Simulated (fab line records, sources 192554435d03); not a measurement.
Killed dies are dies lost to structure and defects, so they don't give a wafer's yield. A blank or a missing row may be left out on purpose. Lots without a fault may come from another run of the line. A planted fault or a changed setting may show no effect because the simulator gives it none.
Chamber matching | flow n5_finfet | N5_BEOL_M12_ETCH_67 on rie_diel-03: 4 sister chambers
The step etches SiARC in CF4, target depth 143 nm, time 238.3 s. 8 wafers are shown with their chamber, then 7 later ones without.

WAFERS WITH THEIR CHAMBER
wafer  | chamber | showerhead_plenum_p_Torr (Torr) | etch_rf_on_time_s (s)
L074.2 | 0       | 2.21                            | 250
L077.2 | 1       | 2.27                            | 224
L084.2 | 2       | 2.04                            | 230
L084.4 | 0       | 2.20                            | 245
L084.5 | 1       | 2.27                            | 227
L091.2 | 2       | 2.03                            | 233
L092.2 | 3       | 2.21                            | 240
L092.4 | 3       | 2.21                            | 237

WAFERS WITHOUT THEIR CHAMBER
wafer  | showerhead_plenum_p_Torr (Torr) | etch_rf_on_time_s (s)
L092.5 | 2.26                            | 230
L095.1 | 2.26                            | 230
L095.3 | 2.19                            | 243
L095.5 | 2.26                            | 230
L096.2 | 2.19                            | 240
L096.4 | 2.03                            | 226
L096.6 | 2.19                            | 240

WHICH CHAMBER EACH WENT THROUGH
wafer  | from the rows above     | in truth
L092.5 | 1                       | 1
L095.1 | 1                       | 1
L095.3 | can't be placed: 0 or 3 | 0
L095.5 | 1                       | 1
L096.2 | can't be placed: 3 or 0 | 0
L096.4 | 2                       | 2
L096.6 | can't be placed: 3 or 0 | 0
Placed correctly: 4 of 7. Can't be placed from these rows: 3 (the true chamber is among the candidates in 3). Placed wrongly: 0.
How it was worked out, from the rows above alone: a wafer's distance from a chamber is the root of the sum, over the readings, of the square of ((its reading less the chamber's mean) divided by the reading's scatter). The wafer belongs to the nearest chamber; if the next one is less than 2 further off, it can't be placed. A chamber's mean is the mean of its shown wafers. The scatter: the root of (the sum of the squares of (reading less its chamber's mean) over the shown wafers, divided by (wafers less chambers)).
